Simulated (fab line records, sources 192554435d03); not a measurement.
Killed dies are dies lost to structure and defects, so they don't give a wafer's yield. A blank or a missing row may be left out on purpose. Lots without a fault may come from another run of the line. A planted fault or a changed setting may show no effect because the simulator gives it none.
fab line records | flow n5_finfet
record lots=9 wafers=27 last_day=15
route steps=1938 shown BEOL_M0_SAQP@677 BEOL_M0_CUTY@705 BEOL_M4@1111 PASSIVATION@1936
lots that met no fault: from a run of the same line without faults
start_h: hours from the record's first day to the start of the lot's first wafer shown | wait_h: hours since the lot's step before | " the same as in the row above | L1.1+2: a row that stands for several wafers | - no value, or no start given | * or withheld: withheld | < > ~ a bound
route shown NAME@n: a module of which the file shows steps, and the number in the route of the first | usual: mean/standard deviation of fault-free wafers | same: alike in all rows | chamber/n: place in a boat | sites: the reading at each site | _std_site: their standard deviation | _edge_site: outer sites' mean less inner sites' | radius_mm: how far each site lies from the wafer's centre | mask NAME#n: copy n | behind: the tool/chamber that last shaped the wafer | hold: why the lot was held/for how many hours/how that ended | device: the transistor (n, p or np) that didn't switch | end of line: the same wafers' tests at the end of the route | a step without rows: its recipe alone | killed: dies lost to structure and defects at the first sort, not the wafer's yield | map: a wafer's dies, x killed, . not, _ none there
set.NAME: the setting as run; set.NAME@STEP: as run at that earlier step | model.NAME: the simulator's own value behind a step, which no gauge read
steps of the route over a sample of lots; a table a step, a row a wafer
services: from which hour (start_h, from the record's first day; less than 0 if before it) a tool's chamber was out of use, for how many hours, and why
## steps
# step N5_BEOL_M0_SAQP_SPACER2_ETCHBACK_27
# recipe chemistry=CHF3/O2 mode=anisotropic_etchback target=SiO2 target_depth_a=225 time_s=11.25 pressure_mtorr=30 source_w=650 bias_w=170 Ar_flow_sccm=200 CHF3_flow_sccm=50 O2_flow_sccm=5 ion_energy_ev=200
# usual drypump_motor_current_A=5.8/0.43 oes_product_au=0.76/0.083 rf_vpp_V=522/5.1 showerhead_plenum_p_Torr=2.37/0.073 throttle_valve_pct=18.90/0.24
# columns lot.wafer tool chamber start_h wait_h drypump_motor_current_A oes_product_au rf_hours_counter_h rf_vpp_V showerhead_plenum_p_Torr throttle_valve_pct
L245.1 rie_diel-04 0 123.72 0.5 5.6 0.71 185 525 2.39 19.19
L245.2 " 2 " " 5.7 0.68 231 521 2.38 19.13
L245.4 " 3 " " 5.9 0.74 196 520 2.39 19.05
L246.1 rie_diel-02 0 129.83 0.7 5.7 0.75 127 519 2.43 19.13
L246.2 " 2 " " 5.1 0.67 246 521 2.37 18.76
L246.5 " 0 " " 5.7 0.75 - 521 2.43 19.13
L248.3 rie_diel-03 2 144.93 0.3 6.2 0.74 155 519 2.32 18.87
L248.4 " 3 " " 6.2 0.81 95 514 2.34 18.85
L248.6 " 2 " " 6.2 0.74 - 521 2.32 18.86
L249.3 rie_diel-03 0 149.29 0.3 6.1 0.76 168 523 2.31 19.02
L249.5 " 1 " " 4.7 0.67 - 525 2.47 19.03
L249.6 " 2 " " 6.2 0.74 - 519 2.32 18.87
L250.2 rie_diel-02 1 156.07 0.3 5.7 0.78 128 515 2.23 18.44
L250.3 " 3 " " 6.3 0.69 251 530 2.47 18.73
L250.4 " 0 " " 5.7 0.74 - 522 2.42 19.13
L252.1 rie_diel-02 3 166.61 0.3 6.3 0.68 255 529 2.46 18.75
L252.2 " 0 " " 5.7 0.74 141 520 2.42 19.13
L252.3 " 1 " " 5.7 0.77 132 515 2.23 18.47
L254.1 rie_diel-02 1 181.65 0.3 5.7 0.76 138 516 2.23 18.47
L254.3 " 2 " " 5.1 0.99 2 521 2.37 18.35
L254.5 " 1 " " 5.7 0.78 - 515 2.23 18.46
L255.2 rie_diel-03 3 190.19 0.3 6.2 0.80 108 514 2.33 18.88
L255.3 " 0 " " 6.1 0.76 180 524 2.30 19.05
L255.6 " 2 " " 6.2 0.73 - 520 2.31 18.89
L259.1 rie_diel-03 1 209.12 0.4 4.7 0.97 5 527 2.47 18.61
L259.3 " 2 " " 6.2 0.72 174 520 2.31 18.90
L259.4 " 0 " " 6.1 0.75 187 523 2.30 19.05
# step N5_BEOL_M0_SAQP_CUT_ETCH_46
# recipe chemistry=N2/H2 target=SOC target_depth_a=1350 overetch_a=270 temp_c=40 time_s=202.5 ion_energy_ev=200 mask_material=SiARC pressure_mtorr=30 source_w=840 bias_w=150 n2_flow_sccm=200 h2_flow_sccm=200
# usual drypump_motor_current_A=5.8/0.4 rf_vpp_V=522.7/2.7 showerhead_plenum_p_Torr=2.50/0.09 throttle_valve_pct=17.75/0.29
# columns lot.wafer tool chamber start_h wait_h drypump_motor_current_A rf_hours_counter_h rf_vpp_V showerhead_plenum_p_Torr throttle_valve_pct
L245.1 rie_diel-02 3 124.83 0.0 6.3 240 525.0 2.62 17.76
L245.2 " 0 " " 5.7 126 524.5 2.55 18.03
L245.4 " 2 " " 5.2 244 523.2 2.49 17.62
L246.1 rie_diel-04 0 131.03 0.0 5.6 188 522.2 2.53 18.05
L246.2 " 3 " " 5.9 199 523.0 2.52 18.00
L246.5 " 0 " " 5.6 - 524.8 2.53 18.05
L248.3 rie_diel-02 1 145.83 0.0 5.7 124 518.6 2.35 17.33
L248.4 " 1 " " 5.7 - 518.0 2.35 17.34
L248.6 " 3 " " 6.3 - 525.0 2.61 17.78
L249.3 rie_diel-03 1 150.00 0.0 4.8 245 525.4 2.60 17.86
L249.5 " 3 " " 6.2 - 520.7 2.46 17.78
L249.6 " 2 " " 6.2 - 521.9 2.44 17.90
L250.2 rie_diel-02 3 156.96 0.0 6.3 251 524.9 2.61 17.78
L250.3 " 0 " " 5.7 137 523.8 2.55 18.03
L250.4 " 3 " " 6.3 - 525.2 2.61 17.81
L252.1 rie_diel-02 1 167.33 0.0 5.7 132 518.5 2.35 17.34
L252.2 " 0 " " 5.7 141 524.5 2.55 18.07
L252.3 " 3 " " 6.3 255 525.7 2.61 17.79
L254.1 rie_diel-03 0 182.36 0.0 6.1 178 522.0 2.42 17.82
L254.3 " 3 " " 6.2 106 521.3 2.46 17.78
L254.5 " 3 " " 6.2 - 523.0 2.46 17.78
L255.2 rie_diel-04 3 191.10 0.0 5.8 217 522.8 2.51 18.03
L255.3 " 1 " " 6.1 161 527.2 2.65 17.75
L255.6 " 1 " " 6.1 - 526.1 2.65 17.75
L259.1 rie_diel-03 3 209.96 0.0 6.2 115 520.3 2.45 17.80
L259.3 " 1 " " 4.8 5 526.4 2.60 17.46
L259.4 " 0 " " 6.1 188 520.7 2.42 17.84
# step N5_BEOL_M0_CUTY_EXPOSE_54
# recipe mask_id=M0_ABLK na=1.35 source_shape=conventional sigma_outer=0.8 polarization=unpolarized dose_mj=36
# usual exposure_dose_mJ_cm2=35.99/0.037 reticle_temp_C=23.00/0.11
# columns lot.wafer tool chamber start_h wait_h mask exposure_dose_mJ_cm2 reticle_temp_C
L245.1 arfi_scanner-01 0 125.80 - M0_ABLK#0 36.06 22.97
L245.2 " 0 " " M0_ABLK#0 36.01 22.92
L245.4 " 0 " " M0_ABLK#0 35.96 22.98
L246.1 arfi_scanner-02 0 132.13 - M0_ABLK#0 36.04 22.98
L246.2 " 0 " " M0_ABLK#0 36.01 22.96
L246.5 " 0 " " M0_ABLK#0 36.01 23.04
L248.3 arfi_scanner-02 0 146.99 - M0_ABLK#0 36.00 23.29
L248.4 " 0 " " M0_ABLK#0 36.04 23.15
L248.6 " 0 " " M0_ABLK#0 36.02 23.36
L249.3 arfi_scanner-02 0 151.22 - M0_ABLK#0 33.59 22.86
L249.5 " 0 " " M0_ABLK#0 33.58 22.87
L249.6 " 0 " " M0_ABLK#0 33.58 22.94
L250.2 arfi_scanner-02 0 158.47 - M0_ABLK#0 34.13 23.01
L250.3 " 0 " " M0_ABLK#0 34.12 22.89
L250.4 " 0 " " M0_ABLK#0 34.12 22.88
L252.1 arfi_scanner-03 0 168.43 - M0_ABLK#0 35.98 22.99
L252.2 " 0 " " M0_ABLK#0 35.97 23.17
L252.3 " 0 " " M0_ABLK#0 35.97 23.04
L254.1 arfi_scanner-01 0 183.46 - M0_ABLK#0 35.98 23.07
L254.3 " 0 " " M0_ABLK#0 35.96 23.06
L254.5 " 0 " " M0_ABLK#0 35.93 22.96
L255.2 arfi_scanner-03 0 192.28 - M0_ABLK#0 36.02 23.08
L255.3 " 0 " " M0_ABLK#0 36.03 23.07
L255.6 " 0 " " M0_ABLK#0 35.99 23.07
L259.1 arfi_scanner-03 0 211.05 - M0_ABLK#0 36.02 23.10
L259.3 " 0 " " M0_ABLK#0 36.03 23.05
L259.4 " 0 " " M0_ABLK#0 35.98 23.01
# step N5_BEOL_M0_CUTY_CD_MEAS_57
# recipe target_cd_nm=200 landing_energy_ev=500 detector=se_inlens polarity=line
# usual cd_nm=200.1/0.87
# columns lot.wafer tool chamber start_h wait_h cd_nm
L245.1 cd_sem-01 0 125.93 - 200.5
L245.2 " 0 " " 200.3
L245.4 " 0 " " 201.4
L246.1 cd_sem-02 0 132.25 - 200.9
L246.2 " 0 " " 200.1
L246.5 " 0 " " 200.0
L248.3 cd_sem-03 0 147.11 - 199.9
L248.4 " 0 " " 200.9
L248.6 " 0 " " 198.8
L249.3 cd_sem-01 0 151.33 - 204.7
L249.5 " 0 " " 204.7
L249.6 " 0 " " 205.1
L250.2 cd_sem-01 0 158.59 - 202.6
L250.3 " 0 " " 201.0
L250.4 " 0 " " 202.5
L252.1 cd_sem-02 0 168.55 - 201.6
L252.2 " 0 " " 200.6
L252.3 " 0 " " 200.1
L254.1 cd_sem-03 0 183.58 - 200.9
L254.3 " 0 " " 201.3
L254.5 " 0 " " 199.9
L255.2 cd_sem-02 0 192.40 - 200.6
L255.3 " 0 " " 200.1
L255.6 " 0 " " 199.4
L259.1 cd_sem-03 0 211.18 - 200.5
L259.3 " 0 " " 202.1
L259.4 " 0 " " 201.6
# step N5_BEOL_M0_CUTY_ETCH_63
# recipe chemistry=N2/H2 target=SOC target_depth_a=827 overetch_a=165 mask_material=SiARC temp_c=40 ion_energy_ev=200 time_s=124 pressure_mtorr=30 source_w=840 bias_w=150 n2_flow_sccm=200 h2_flow_sccm=200
# usual drypump_motor_current_A=5.6/0.42 oes_product_au=0.66/0.061 rf_vpp_V=524.0/2.7 showerhead_plenum_p_Torr=2.55/0.092 throttle_valve_pct=17.80/0.24
# columns lot.wafer tool chamber start_h wait_h drypump_motor_current_A oes_product_au rf_hours_counter_h rf_vpp_V showerhead_plenum_p_Torr throttle_valve_pct
L245.1 rie_diel-01 2 126.10 0.0 5.2 0.64 98 522.1 2.46 17.71
L245.2 " 1 " " 5.6 0.57 207 523.9 2.51 17.91
L245.4 " 0 " " 6.2 0.58 207 523.9 2.53 18.22
L246.1 rie_diel-06 3 132.70 0.0 5.7 0.57 221 525.6 2.62 18.16
L246.2 " 1 " " 6.2 0.73 26 528.5 2.71 17.89
L246.5 " 2 " " 5.8 0.59 - 522.0 2.52 17.98
L248.3 rie_diel-01 2 147.28 0.0 5.3 0.64 105 520.9 2.45 17.74
L248.4 " 1 " " 5.7 0.58 214 524.4 2.51 17.94
L248.6 " 2 " " 5.3 0.64 - 520.8 2.46 17.71
L249.3 rie_diel-06 2 151.50 0.0 5.8 0.59 204 525.1 2.52 17.97
L249.5 " 2 " " 5.8 0.59 - 523.8 2.52 18.00
L249.6 " 1 " " 6.3 0.73 - 529.2 2.71 17.89
L250.2 rie_diel-05 1 158.76 0.0 6.1 0.76 11 524.7 2.59 17.48
L250.3 " 2 " " 5.6 0.71 61 522.1 2.47 17.96
L250.4 " 3 " " 5.0 0.73 20 527.8 2.71 17.50
L252.1 rie_diel-01 1 169.09 0.0 5.7 0.57 222 522.0 2.51 17.95
L252.2 " 3 " " 5.3 0.67 93 520.9 2.46 17.52
L252.3 " 0 " " 6.2 0.58 222 523.8 2.52 18.24
L254.1 rie_diel-06 3 183.75 0.0 5.7 0.57 239 525.3 2.61 18.21
L254.3 " 2 " " 5.8 0.58 216 523.8 2.52 18.00
L254.5 " 1 " " 6.2 0.71 - 527.1 2.70 17.95
L255.2 rie_diel-01 1 192.57 0.0 5.7 0.57 230 523.1 2.50 17.95
L255.3 " 2 " " 5.3 0.63 121 521.8 2.45 17.75
L255.6 " 1 " " 5.6 0.57 - 524.0 2.50 17.96
L259.1 rie_diel-05 2 211.35 0.0 5.7 0.69 80 521.6 2.46 17.98
L259.3 " 0 " " 5.5 0.70 49 520.7 2.48 17.54
L259.4 " 1 " " 6.1 0.73 30 525.8 2.58 17.52
# step N5_BEOL_M4_RC_MEAS_101
# usual DIBL_N=35.7/1.3 DIBL_P=35.4/1.8 IOFF_N=0.152/0.027 IOFF_P=0.20/0.034 ION_N=672/9.8 ION_P=461/7.5 SS_N=71.4/0.55 SS_P=73.1/0.61 VT_N=251/3.3 VT_P=-251/3.6
# columns lot.wafer tool chamber start_h wait_h DIBL_N[mV/V] DIBL_P[mV/V] IOFF_N[nA/um] IOFF_P[nA/um] ION_N[uA/um] ION_P[uA/um] SS_N[mV/dec] SS_P[mV/dec] VT_N[mV] VT_P[mV]
L245.1 prober-01 0 179.12 0.0 38.6 38.5 0.217 0.30 674 468 72.4 74.4 248 -244
L245.2 " 0 " " 34.7 32.9 0.139 0.21 671 463 71.0 72.9 251 -249
L245.4 " 0 " " 34.8 34.2 0.144 0.22 673 460 71.6 73.5 251 -248
L246.1 prober-02 0 181.19 0.0 34.3 36.0 0.149 0.18 676 457 70.9 72.8 252 -255
L246.2 " 0 " " 34.6 34.9 0.144 0.17 664 455 71.6 72.0 254 -253
L246.5 " 0 " " 33.5 35.0 0.146 0.17 670 459 70.7 73.0 251 -252
L248.3 prober-02 0 194.45 0.3 35.6 36.1 0.174 0.24 679 472 71.7 73.4 247 -243
L248.4 " 0 " " 38.0 39.5 0.237 0.32 694 484 72.4 73.6 243 -242
L248.6 " 0 " " 37.0 37.8 0.203 0.27 691 481 71.8 73.5 243 -243
L249.3 prober-02 0 200.58 0.3 35.7 36.7 0.162 0.23 680 468 71.3 72.6 247 -247
L249.5 " 0 " " 35.7 36.7 0.163 0.23 678 467 71.4 72.1 247 -248
L249.6 " 0 " " 35.1 36.3 0.152 0.22 678 467 71.0 73.0 249 -247
L250.2 prober-02 0 209.83 0.2 36.0 36.9 0.162 0.21 676 465 72.1 73.2 247 -251
L250.3 " 0 " " 35.9 36.5 0.157 0.20 682 459 71.7 72.6 248 -250
L250.4 " 0 " " 35.6 35.6 0.153 0.20 674 462 71.3 73.1 248 -250
L252.1 prober-02 0 219.25 0.4 36.5 34.9 0.147 0.19 671 458 72.1 73.5 251 -248
L252.2 " 0 " " 37.6 35.7 0.154 0.21 669 459 71.6 73.0 250 -251
L252.3 " 0 " " 37.4 36.3 0.156 0.21 675 458 72.1 73.0 253 -249
L254.1 prober-02 0 236.93 0.0 37.6 35.4 0.182 0.22 679 466 71.1 72.9 245 -248
L254.3 " 0 " " 37.1 35.1 0.195 0.23 686 469 70.6 73.9 244 -245
L254.5 " 0 " " 36.1 34.5 0.168 0.21 684 468 70.3 73.2 244 -248
L255.2 prober-02 0 240.16 0.2 35.2 34.3 0.139 0.16 649 445 71.2 73.1 252 -256
L255.3 " 0 " " 34.1 33.3 0.125 0.15 659 449 70.1 73.0 251 -256
L255.6 " 0 " " 35.6 35.7 0.146 0.17 653 445 71.2 73.2 254 -256
L259.1 prober-01 0 261.82 0.0 35.0 34.7 0.129 0.19 657 458 71.1 73.4 253 -250
L259.3 " 0 " " 34.2 32.8 0.116 0.16 658 456 71.4 72.4 257 -252
L259.4 " 0 " " 34.6 33.7 0.115 0.17 653 453 70.1 72.1 256 -250
# step N5_PASSIVATION_PROBE_49
# usual defect_limited_yield=91.5/1.3 killed_at_M0_to_M3=33/11 killed_at_M4_up=14/5.3 killed_at_contacts=11/6.3 killed_at_front_end=38/10 killed_at_other=3.7/2.8 killed_dies=101/16 killed_open=67/12 killed_short=32/7.4 sort_bin_5_function=5.0/0.86 sort_bin_6_memory=3.2/0.69 sort_n_pass=1079/16 sort_yield_pct=91.5/1.3
# same gross_dies=1180 killed_at_back_side=0 sort_bin_4_leakage[%]=0 sort_bin_8_speed[%]=0
# columns lot.wafer tool chamber start_h wait_h defect_limited_yield[%] killed_at_M0_to_M3 killed_at_M4_up killed_at_contacts killed_at_front_end killed_at_other killed_dies killed_open killed_short sort_bin_5_function[%] sort_bin_6_memory[%] sort_n_pass sort_yield_pct[%]
L246.1 prober-02 - 296.98 0.0 93.2 13 13 18 30 6 80 56 21 4.3 2.4 1100 93.2
L246.2 prober-02 - 297.03 0.1 91.4 31 18 11 33 8 101 72 26 5.2 3.1 1079 91.4
L246.5 prober-02 - 297.18 0.2 92.9 14 18 12 40 0 84 59 24 4.7 2.1 1096 92.9
L245.1 prober-02 - 299.56 0.0 92.4 25 15 10 39 1 90 53 33 3.7 3.3 1090 92.4
L245.2 prober-02 - 299.61 0.1 92.6 29 13 4 39 2 87 53 34 5.1 2.1 1093 92.6
L245.4 prober-02 - 299.71 0.2 92.4 20 11 6 53 0 90 59 29 4.8 2.7 1090 92.4
L248.3 prober-01 - 304.34 0.1 90.6 43 15 12 38 3 111 77 33 5.2 4.2 1069 90.6
L248.4 prober-01 - 304.39 0.2 89.7 28 20 26 41 6 121 90 30 5.9 3.9 1059 89.7
L248.6 prober-01 - 304.49 0.3 90.3 47 10 18 36 3 114 75 38 5.6 3.5 1066 90.3
L252.1 prober-02 - 312.13 0.0 93.7 26 10 8 27 3 74 53 20 3.9 2.1 1106 93.7
L252.2 prober-02 - 312.18 0.1 91.4 41 8 10 35 7 101 67 34 5.3 3.1 1079 91.4
L252.3 prober-02 - 312.23 0.1 93.4 18 8 8 38 6 78 52 25 4.0 2.5 1102 93.4
L254.1 prober-02 - 338.59 0.0 94.8 15 16 5 25 0 61 39 21 2.5 2.2 1119 94.8
L254.3 prober-02 - 338.69 0.1 92.8 22 5 15 39 4 85 46 37 4.2 2.6 1095 92.8
L254.5 prober-02 - 338.79 0.2 94.0 15 10 9 32 5 71 47 24 2.8 2.8 1109 94.0
L255.2 prober-01 - 347.54 0.1 89.9 47 10 14 42 6 119 76 40 5.6 3.9 1061 89.9
L255.3 prober-01 - 347.59 0.1 88.3 53 19 12 51 3 138 94 43 7.5 4.0 1042 88.3
L255.6 prober-01 - 347.74 0.3 90.9 43 21 17 24 2 107 78 28 5.9 3.1 1073 90.9
L259.1 prober-02 - 362.77 0.0 91.4 41 6 3 44 7 101 48 49 4.7 3.3 1079 91.4
L259.3 prober-02 - 362.87 0.1 91.8 28 17 8 44 0 97 66 31 5.5 2.3 1083 91.8
L259.4 prober-02 - 362.92 0.2 92.2 48 8 2 28 6 92 57 34 4.2 3.4 1088 92.2
# killed by level:class
L246.1 MOL_CONTACT_COAG:geometric_particle:open=16 STI_FIN_REVEAL:geometric_particle:open=13 BEOL_M4:geometric_particle:open=6 BEOL_M0_SAQP:geometric_particle:short=3 MIM_TOP:geometric_particle:open=3 STARTING-WAFER:geometric_particle:open=3 FIN_SAQP:geometric_particle:open=2 FIN_SAQP:geometric_particle:short=2
L246.2 STI_FIN_REVEAL:geometric_particle:open=11 BEOL_M3:geometric_particle:open=10 MOL_CONTACT_COAG:geometric_particle:open=9 BEOL_M1:geometric_particle:open=8 DUMMY_GATE:geometric_particle:open=7 BEOL_M4:geometric_particle:open=7 GATE_CUT:geometric_particle:short=6 BEOL_M0_SAQP:geometric_particle:open=5
L246.5 STI_FIN_REVEAL:geometric_particle:open=16 MOL_CONTACT_COAG:geometric_particle:open=11 BEOL_M4:geometric_particle:open=8 FIN_SAQP:geometric_particle:open=6 FIN_SAQP:geometric_particle:short=6 BEOL_M2:geometric_particle:open=5 BEOL_M4:geometric_particle:short=4 STI_FIN_REVEAL:geometric_particle:short=3
L245.1 FIN_SAQP:geometric_particle:short=10 BEOL_M0_SAQP:geometric_particle:short=9 BEOL_M0_SAQP:geometric_particle:open=9 MOL_CONTACT_COAG:geometric_particle:open=8 FIN_SAQP:geometric_particle:open=7 GATE_CUT:geometric_particle:short=5 BEOL_M4:geometric_particle:open=5 DUMMY_GATE:geometric_particle:open=3
L245.2 FIN_SAQP:geometric_particle:open=16 FIN_SAQP:geometric_particle:short=6 GATE_CUT:geometric_particle:short=6 BEOL_M2:geometric_particle:open=6 BEOL_M5:geometric_particle:short=6 BEOL_M0_SAQP:geometric_particle:open=5 BEOL_M0_SAQP:geometric_particle:short=5 GATE_CUT:geometric_particle:open=4
L245.4 FIN_SAQP:geometric_particle:open=21 FIN_SAQP:geometric_particle:short=11 BEOL_M0_SAQP:geometric_particle:open=11 BEOL_M4:geometric_particle:open=7 GATE_CUT:geometric_particle:short=6 BEOL_M0_SAQP:geometric_particle:short=5 GATE_CUT:geometric_particle:open=4 MOL_CONTACT_COAG:geometric_particle:open=4
L248.3 BEOL_M1:geometric_particle:open=11 FIN_SAQP:geometric_particle:open=9 MOL_CONTACT_COAG:geometric_particle:open=9 BEOL_M4:geometric_particle:open=8 BEOL_M0_SAQP:geometric_particle:short=8 DUMMY_GATE:geometric_particle:open=7 BEOL_M0_SAQP:geometric_particle:open=7 BEOL_M2:geometric_particle:open=6
L248.4 MOL_CONTACT_COAG:geometric_particle:open=20 BEOL_M4:geometric_particle:open=10 STI_FIN_REVEAL:geometric_particle:open=9 BEOL_M2:geometric_particle:open=8 MOL_CONTACT_COAG:geometric_particle:short=6 FIN_SAQP:geometric_particle:open=5 DUMMY_GATE:geometric_particle:open=5 ILD0:geometric_particle:open=5
L248.6 MOL_CONTACT_COAG:geometric_particle:open=13 BEOL_M2:geometric_particle:open=13 BEOL_M0_SAQP:geometric_particle:short=10 BEOL_M3:geometric_particle:open=7 FIN_SAQP:geometric_particle:open=6 BEOL_M0_SAQP:geometric_particle:open=6 BEOL_M1:geometric_particle:open=6 FIN_SAQP:geometric_particle:short=5
L252.1 BEOL_M3:geometric_particle:open=8 BEOL_M2:geometric_particle:open=7 STI_FIN_REVEAL:geometric_particle:open=6 MOL_CONTACT_COAG:geometric_particle:open=6 FIN_SAQP:geometric_particle:open=5 FIN_SAQP:geometric_particle:short=4 BEOL_M5:geometric_particle:open=4 BEOL_M1:geometric_particle:open=3
L252.2 BEOL_M3:geometric_particle:open=18 FIN_SAQP:geometric_particle:short=10 MOL_CONTACT_COAG:geometric_particle:open=9 STI_FIN_REVEAL:geometric_particle:open=8 BEOL_M0_SAQP:geometric_particle:open=6 BEOL_M0_SAQP:geometric_particle:short=5 GATE_CUT:geometric_particle:short=4 BEOL_M1:geometric_particle:open=4
L252.3 FIN_SAQP:geometric_particle:open=8 STI_FIN_REVEAL:geometric_particle:open=6 BEOL_M3:geometric_particle:open=6 BEOL_M4:geometric_particle:open=6 MOL_CONTACT_COAG:geometric_particle:open=5 DUMMY_GATE:geometric_particle:open=4 GATE_CUT:geometric_particle:short=4 STARTING-WAFER:geometric_particle:short=4
L254.1 STI_FIN_REVEAL:geometric_particle:open=5 BEOL_M4:geometric_particle:open=5 STARTING-WAFER:geometric_particle:open=5 FIN_SAQP:geometric_particle:open=4 BEOL_M1:geometric_particle:open=4 BEOL_M4:geometric_particle:short=4 MOL_CONTACT_COAG:geometric_particle:open=3 ILD0:geometric_particle:short=2
L254.3 FIN_SAQP:geometric_particle:short=10 STI_FIN_REVEAL:geometric_particle:open=9 MOL_CONTACT_COAG:geometric_particle:short=8 MOL_CONTACT_COAG:geometric_particle:open=7 FIN_SAQP:geometric_particle:open=6 BEOL_M0_SAQP:geometric_particle:open=4 BEOL_M0_SAQP:geometric_particle:short=4 BEOL_M3:geometric_particle:open=4
L254.5 FIN_SAQP:geometric_particle:short=6 STI_FIN_REVEAL:geometric_particle:open=6 MOL_CONTACT_COAG:geometric_particle:open=5 FIN_SAQP:geometric_particle:open=4 MOL_CONTACT_COAG:geometric_particle:short=4 GATE_CUT:geometric_particle:open=4 BEOL_M0_SAQP:geometric_particle:open=4 BEOL_M4:geometric_particle:open=4
L255.2 STI_FIN_REVEAL:geometric_particle:open=16 BEOL_M0_SAQP:geometric_particle:open=15 MOL_CONTACT_COAG:geometric_particle:open=13 BEOL_M2:geometric_particle:open=8 FIN_SAQP:geometric_particle:short=7 BEOL_M0_SAQP:geometric_particle:short=7 BEOL_M1:geometric_particle:open=6 BEOL_M3:geometric_particle:open=4
L255.3 STI_FIN_REVEAL:geometric_particle:open=20 MOL_CONTACT_COAG:geometric_particle:open=11 BEOL_M0_SAQP:geometric_particle:short=11 BEOL_M1:geometric_particle:open=11 BEOL_M0_SAQP:geometric_particle:open=10 BEOL_M1:geometric_particle:short=8 STI_FIN_REVEAL:geometric_particle:short=6 BEOL_M2:geometric_particle:open=6
L255.6 BEOL_M2:geometric_particle:open=19 MOL_CONTACT_COAG:geometric_particle:open=12 BEOL_M4:geometric_particle:open=12 BEOL_M1:geometric_particle:open=7 GATE_CUT:geometric_particle:short=5 MOL_CONTACT_COAG:geometric_particle:short=5 BEOL_M3:geometric_particle:open=5 STI_FIN_REVEAL:geometric_particle:open=4
L259.1 FIN_SAQP:geometric_particle:short=12 BEOL_M0_SAQP:geometric_particle:short=11 BEOL_M3:geometric_particle:open=8 BEOL_M0_SAQP:geometric_particle:open=8 BEOL_M1:geometric_particle:open=8 STI_FIN_REVEAL:geometric_particle:open=7 STI_FIN_REVEAL:geometric_particle:short=6 ILD0:geometric_particle:open=3
L259.3 STI_FIN_REVEAL:geometric_particle:open=13 FIN_SAQP:geometric_particle:short=11 MOL_CONTACT_COAG:geometric_particle:open=7 BEOL_M3:geometric_particle:open=7 BEOL_M0_SAQP:geometric_particle:open=6 FIN_SAQP:geometric_particle:open=5 DUMMY_GATE:geometric_particle:open=5 BEOL_M4:geometric_particle:open=5
L259.4 STI_FIN_REVEAL:geometric_particle:open=11 BEOL_M3:geometric_particle:open=11 BEOL_M0_SAQP:geometric_particle:short=10 BEOL_M0_SAQP:geometric_particle:open=9 FIN_SAQP:geometric_particle:short=5 BEOL_M0:geometric_particle:open=5 BEOL_M1:geometric_particle:open=4 BEOL_M3:geometric_particle:short=4
## services
# columns tool chamber start_h hours kind
arfi_scanner-02 - 110.39 3.1 pm
rie_diel-02 1 128.59 14.5 repair
arfi_scanner-01 - 129.68 4.9 pm
arfi_scanner-03 - 139.65 0.8 pm
rie_diel-02 2 143.09 - clean
rie_diel-02 2 143.09 - consumable_replace:focus_ring
rie_diel-02 2 143.09 35.0 scheduled_down
rie_diel-02 2 143.09 35.0 vent_cycle
arfi_scanner-01 - 149.42 0.5 repair
rie_diel-06 0 149.96 9.6 repair
arfi_scanner-01 - 154.57 1.3 pm
arfi_scanner-02 - 157.58 0.8 pm
arfi_scanner-03 - 163.99 0.4 repair
arfi_scanner-01 - 165.04 1.0 pm
arfi_scanner-03 - 172.37 1.0 pm
arfi_scanner-02 - 172.63 0.2 repair
arfi_scanner-01 - 173.69 0.8 pm
arfi_scanner-03 - 173.97 1.3 pm
rie_diel-02 3 178.06 - clean
arfi_scanner-01 - 185.49 0.5 repair
rie_diel-06 - 186.01 2.8 pm
arfi_scanner-02 - 187.83 1.0 pm
rie_diel-06 2 193.07 5.0 repair
arfi_scanner-03 - 196.03 4.8 pm
## key
first_sign step=N5_BEOL_M0_CUTY_EXPOSE_54 reading=exposure_dose_mJ_cm2 direction=down sigmas=58 usual=35.99 struck=33.85
effect step=N5_BEOL_M0_CUTY_CD_MEAS_57 reading=cd_nm direction=up sigmas=3.9 usual=200.1 struck=203.4 through=control_loop
met_at N5_BEOL_M0_CUTY_EXPOSE_54
struck_lots L249,L250
rows_end L249.3,L249.5,L249.6,L250.2,L250.3,L250.4
loop_trim step=N5_BEOL_M0_CUTY_EXPOSE_54 setting=dose lots=L250
not_acting_at N5_BEOL_M0_SAQP_SPACER2_ETCHBACK_27,N5_BEOL_M0_SAQP_CUT_ETCH_46,N5_BEOL_M0_CUTY_ETCH_63
onset_between 146.99 151.22
fault kind=process_parameter_drift tool=arfi_scanner-02 chamber=- onset_h=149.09 steps=N5_BEOL_M0_CUTY_EXPOSE_54 channel=dose_mj offset=-2.371 shape=step acts_in=these_recipes_only stated=36
# rows_end: these wafers met a further fault down the route, and their rows from its step on are left out
# loop_trim: a control loop set the setting to another value than it would have without faults
